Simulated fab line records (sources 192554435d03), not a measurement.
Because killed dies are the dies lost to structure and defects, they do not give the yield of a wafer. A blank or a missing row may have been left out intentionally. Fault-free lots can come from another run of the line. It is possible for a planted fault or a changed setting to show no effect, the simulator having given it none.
Problem report in the 8D (eight disciplines) form, filled by code || flow n5 finfet || the parts of the form that need people (team, actions taken, sign-off) are left out
Where a reading is given only as a bound, like >300, the bound stands for it, and a mean or a difference that rests on one is marked > or <: the true number lies beyond.

1. WHAT WENT WRONG
Mean of raw defect count at N5_SD_EPI_N_INSPECT_26: 648 across 6 wafers in 2 lots; on wafers with no fault it is 200 (standard deviation 39). That is +11 standard deviations from the usual mean.
The step: inspects for defects (darkfield).
The first sign was on wafer L773.4 at day 5 20:14, on defect inspect-02. The record holds 12 wafers of 4 lots with a number at this step. By rule, "out" or "out of limits" means more than 4 standard deviations away from the usual mean. The other wafers with a number count as sound.

2. WHAT IT IS, AND WHAT IT ISN'T
{"question": "which readings at this step", "is": "raw defect count", "is not": "-"}
{"question": "which lots", "is": "L773, L775", "is not": "L763, L786"}
{"question": "which wafers of those lots", "is": "all that have a number", "is not": "-"}
{"question": "read on which gauges", "is": "defect inspect-01, defect inspect-02", "is not": "-"}
{"question": "when", "is": "from day 5 20:14", "is not": "up to then (3 sound wafers); but 3 sound wafers of L786 came after"}

3. SUSPECTS, AND WHAT RULES EACH OUT
Counting: a tool stays on the suspect list if, at a process step up to the reading, it processed all lots that are out and no sound lot following the first of them.
- the gauge at N5_SD_EPI_N_INSPECT_26: ruled out. Those wafers that are out were read across 2 gauges (defect inspect-01, defect inspect-02).
- wet bench-01 at N5_SD_EPI_N_STRIP_18 (strips in SPM, time 750 s): kept. All lots that are out passed through it, beginning with L773 at day 5 17:09, and no sound lot followed; its final sound lot before that point was L763 at day 3 01:13.
Left after counting: wet bench-01 at N5_SD_EPI_N_STRIP_18.

4. THE CAUSE (what the simulator had put in)
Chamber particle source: wet bench-01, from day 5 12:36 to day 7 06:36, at N5_SD_EPI_N_STRIP_18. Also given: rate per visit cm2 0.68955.
This tool alone remained once counting was done.

5. THE CHAIN OF EFFECTS, in route order
Each row: a reading whose mean over the struck wafers that have a number lies more than 3 standard deviations from the usual. Scope: only readings with a usual standard deviation given in the record; hours: median across lots of the time from each lot's start at the first step in this table that gives one to its start at this step; sigmas: change in usual standard deviations.
{"hours": 0, "step": "N5_SD_EPI_N_INSPECT_26", "reading": "raw defect count", "usual": 200, "on struck wafers": 648, "change": "+448", "sigmas": "+11"}
{"hours": 0, "step": "N5_SD_EPI_P_INSPECT_11", "reading": "raw defect count", "usual": 2.0, "on struck wafers": ">300", "change": ">+298", "sigmas": "+99 or more"}
{"hours": 4, "step": "N5_SD_EPI_P_INSPECT_26", "reading": "raw defect count", "usual": 171, "on struck wafers": 602, "change": "+430", "sigmas": "+14"}
{"hours": 5, "step": "N5_SD_ACTIVATION_INSPECT_02", "reading": "raw defect count", "usual": 170, "on struck wafers": 612, "change": "+442", "sigmas": "+14"}
{"hours": 210, "step": "N5_PASSIVATION_PROBE_49", "reading": "defect limited yield", "usual": "91.3 %", "on struck wafers": 82.7, "change": -8.6, "sigmas": -5.7}
{"hours": 210, "step": "N5_PASSIVATION_PROBE_49", "reading": "killed at front end", "usual": 39, "on struck wafers": 140, "change": "+101", "sigmas": "+9.2"}
{"hours": 210, "step": "N5_PASSIVATION_PROBE_49", "reading": "killed dies", "usual": 102, "on struck wafers": 204, "change": "+102", "sigmas": "+5.7"}
{"hours": 210, "step": "N5_PASSIVATION_PROBE_49", "reading": "sort_bin_5_function", "usual": "5.1 %", "on struck wafers": 11.1, "change": "+6.0", "sigmas": "+6.0"}
{"hours": 210, "step": "N5_PASSIVATION_PROBE_49", "reading": "sort n pass", "usual": 1077, "on struck wafers": 976, "change": -101, "sigmas": -5.3}
{"hours": 210, "step": "N5_PASSIVATION_PROBE_49", "reading": "sort yield pct", "usual": "91.3 %", "on struck wafers": 82.7, "change": -8.6, "sigmas": -5.4}
Its process steps:
- N5_PASSIVATION_PROBE_49
Later steps that measure or inspect, where all struck wafers having a row at the step show a number for every such reading and not one has moved that far: N5_BEOL_M4_RC_MEAS_101.

6. WHAT WOULD HAVE CAUGHT IT SOONER
The first out-of-limits reading at a measuring or inspecting step in this record came at day 5 20:14, 8 hours after the fault's start at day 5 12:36.
No tool reading at N5_SD_EPI_N_STRIP_18 that has a usual standard deviation in the record was out on any struck wafer, so an alarm limit of 4 standard deviations on those readings would not have fired.
Lots out: 2; of these, L775 started N5_SD_EPI_N_STRIP_18 on wet bench-01 after day 5 20:14. A hold on the tool at that time would have spared it.
